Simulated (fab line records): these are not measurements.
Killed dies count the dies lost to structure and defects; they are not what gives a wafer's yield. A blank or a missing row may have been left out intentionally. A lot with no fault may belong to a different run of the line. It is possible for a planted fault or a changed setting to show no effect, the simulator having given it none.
Split-lot study || flow n5Finfet || 7 lots, 21 wafers read, on a route of 1938 steps

== SPLIT DETAILS ==
At N5_SD_EPI_N_PEB_07 (peb time 60 s), the setting pebTempC was moved away from the recipe's 110 C on 10 of the 21 wafers read, by -1.4% to +3.3%. For the rest of the wafers, this setting stayed at what the recipe calls for.

== SPLIT TO READING: what lies between them in the file, 1 step ==
- N5_SD_EPI_N_DEVELOP_08: develop time 30 s

== THE READING ==
cdNm (nm) at N5_SD_EPI_N_CD_MEAS_09, where the cd target is 120 nm. On this fab line, fault-free wafers typically give 119.9 nm with a standard deviation of 0.61 nm.

{"wafer": "L079.2", "tool, chamber at the split": "lithoTrack-05, 0", "pebTempC as run, C": 110, "against the recipe": "recipe", "cdNm, nm": 119.1, "against lot-mates on the recipe": "-"}
{"wafer": "L079.4", "tool, chamber at the split": "lithoTrack-05, 0", "pebTempC as run, C": 110, "against the recipe": "recipe", "cdNm, nm": 120.0, "against lot-mates on the recipe": "-"}
{"wafer": "L079.5", "tool, chamber at the split": "lithoTrack-05, 0", "pebTempC as run, C": 112.4, "against the recipe": "+2.2%", "cdNm, nm": 124.8, "against lot-mates on the recipe": "+5.2"}
{"wafer": "L082.1", "tool, chamber at the split": "lithoTrack-02, 0", "pebTempC as run, C": 110, "against the recipe": "recipe", "cdNm, nm": 121.0, "against lot-mates on the recipe": "-"}
{"wafer": "L082.2", "tool, chamber at the split": "lithoTrack-02, 0", "pebTempC as run, C": 110, "against the recipe": "recipe", "cdNm, nm": 119.7, "against lot-mates on the recipe": "-"}
{"wafer": "L082.6", "tool, chamber at the split": "lithoTrack-02, 0", "pebTempC as run, C": 110, "against the recipe": "recipe", "cdNm, nm": 119.8, "against lot-mates on the recipe": "-"}
{"wafer": "L084.2", "tool, chamber at the split": "lithoTrack-02, 0", "pebTempC as run, C": 110, "against the recipe": "recipe", "cdNm, nm": 119.6, "against lot-mates on the recipe": "-"}
{"wafer": "L084.4", "tool, chamber at the split": "lithoTrack-02, 0", "pebTempC as run, C": 108.8, "against the recipe": "-1.1%", "cdNm, nm": 116.3, "against lot-mates on the recipe": -3.6}
{"wafer": "L084.6", "tool, chamber at the split": "lithoTrack-02, 0", "pebTempC as run, C": 110, "against the recipe": "recipe", "cdNm, nm": 120.3, "against lot-mates on the recipe": "-"}
{"wafer": "L086.3", "tool, chamber at the split": "lithoTrack-02, 0", "pebTempC as run, C": 110, "against the recipe": "recipe", "cdNm, nm": 120.3, "against lot-mates on the recipe": "-"}
{"wafer": "L086.5", "tool, chamber at the split": "lithoTrack-02, 0", "pebTempC as run, C": 108.5, "against the recipe": "-1.4%", "cdNm, nm": 115.6, "against lot-mates on the recipe": -4.7}
{"wafer": "L086.6", "tool, chamber at the split": "lithoTrack-02, 0", "pebTempC as run, C": 108.5, "against the recipe": "-1.4%", "cdNm, nm": 115.8, "against lot-mates on the recipe": -4.5}
{"wafer": "L087.1", "tool, chamber at the split": "lithoTrack-03, 0", "pebTempC as run, C": 110, "against the recipe": "recipe", "cdNm, nm": 120.3, "against lot-mates on the recipe": "-"}
{"wafer": "L087.2", "tool, chamber at the split": "lithoTrack-03, 0", "pebTempC as run, C": 112.2, "against the recipe": "+2.0%", "cdNm, nm": 125.9, "against lot-mates on the recipe": "+5.6"}
{"wafer": "L087.5", "tool, chamber at the split": "lithoTrack-03, 0", "pebTempC as run, C": 112.2, "against the recipe": "+2.0%", "cdNm, nm": 125.9, "against lot-mates on the recipe": "+5.6"}
{"wafer": "L088.1", "tool, chamber at the split": "lithoTrack-05, 0", "pebTempC as run, C": 113.6, "against the recipe": "+3.3%", "cdNm, nm": 128.3, "against lot-mates on the recipe": "+8.7"}
{"wafer": "L088.3", "tool, chamber at the split": "lithoTrack-05, 0", "pebTempC as run, C": 110, "against the recipe": "recipe", "cdNm, nm": 119.6, "against lot-mates on the recipe": "-"}
{"wafer": "L088.5", "tool, chamber at the split": "lithoTrack-05, 0", "pebTempC as run, C": 113.6, "against the recipe": "+3.3%", "cdNm, nm": 128.3, "against lot-mates on the recipe": "+8.7"}
{"wafer": "L091.2", "tool, chamber at the split": "lithoTrack-05, 0", "pebTempC as run, C": 113, "against the recipe": "+2.7%", "cdNm, nm": 127.4, "against lot-mates on the recipe": "+6.9"}
{"wafer": "L091.5", "tool, chamber at the split": "lithoTrack-05, 0", "pebTempC as run, C": 110, "against the recipe": "recipe", "cdNm, nm": 120.5, "against lot-mates on the recipe": "-"}
{"wafer": "L091.6", "tool, chamber at the split": "lithoTrack-05, 0", "pebTempC as run, C": 113, "against the recipe": "+2.7%", "cdNm, nm": 127.6, "against lot-mates on the recipe": "+7.1"}

THE FIT
A straight line over all 21 wafers: cdNm changes by +2.73 nm for each +1% of pebTempC; r = +0.99; the points scatter about the line by 0.57 nm.
The same after taking each lot's own level away (the mean of its wafers on the recipe; 21 wafers): +2.75 nm for each +1%; r = +0.99; scatter 0.45 nm.
According to that fit, moving pebTempC by its largest amount changes the reading by 9 nm.
The span of the lots' own levels, 119.55 to 120.50 nm, comes to 1.6 times the standard deviation stated above.
So the lot-to-lot level changes the slope little: the two slopes agree.
Check: +8.82 nm against its lot-mates is what the line predicts for one of the wafers moved furthest among these (+3.3%) when that wafer is left out of the fit. Against them it came out at +8.7 nm.

== ADDITIONAL SPLITS CARRIED BY THESE WAFERS ==
Before the reading, these wafers also passed through other splits. Each is held against what the fit with the lots' levels taken away leaves over:
{"other split on the same wafers": "N5_WELL_APT_PEB_23 pebTimeS", "wafers away from the commonest value": 8, "r with cdNm (lot level and that fit taken away)": "+0.32"}
{"other split on the same wafers": "N5_FIN_SAQP_PECVD_48 timeS", "wafers away from the commonest value": 7, "r with cdNm (lot level and that fit taken away)": -0.03}
{"other split on the same wafers": "N5_FIN_SAQP_COAT_49 timeS", "wafers away from the commonest value": 8, "r with cdNm (lot level and that fit taken away)": "+0.32"}
{"other split on the same wafers": "N5_FIN_SAQP_FIN_ETCH_36 icpW", "wafers away from the commonest value": 7, "r with cdNm (lot level and that fit taken away)": "+0.13"}
{"other split on the same wafers": "N5_STI_FIN_REVEAL_ETCHBACK_08 timeS", "wafers away from the commonest value": 5, "r with cdNm (lot level and that fit taken away)": "+0.15"}
{"other split on the same wafers": "N5_STI_FIN_REVEAL_OXIDATION_31 timeS", "wafers away from the commonest value": 4, "r with cdNm (lot level and that fit taken away)": -0.21}

== THE WHOLE CHAIN: every reading that the file lists as answering this split, in the file's order ==
{"step": "N5_SD_EPI_N_CD_MEAS_09", "what it does": "target cd 120 nm", "reading": "cdNm", "change (the file's fit)": "+2.69 nm for each +1% of the setting", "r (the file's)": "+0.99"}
{"step": "N5_SD_EPI_N_DESCUM_14", "what it does": "chemistry O2, time 7.9 s", "reading": "SD_EPI_N.cdNm (the simulator's own value, which no gauge read)", "change (the file's fit)": "+2.61 nm for each +1% of the setting", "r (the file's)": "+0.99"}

== THE FILE'S OWN FIT ==
cdNm changes by +2.69 nm for each +1% of pebTempC, r = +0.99.
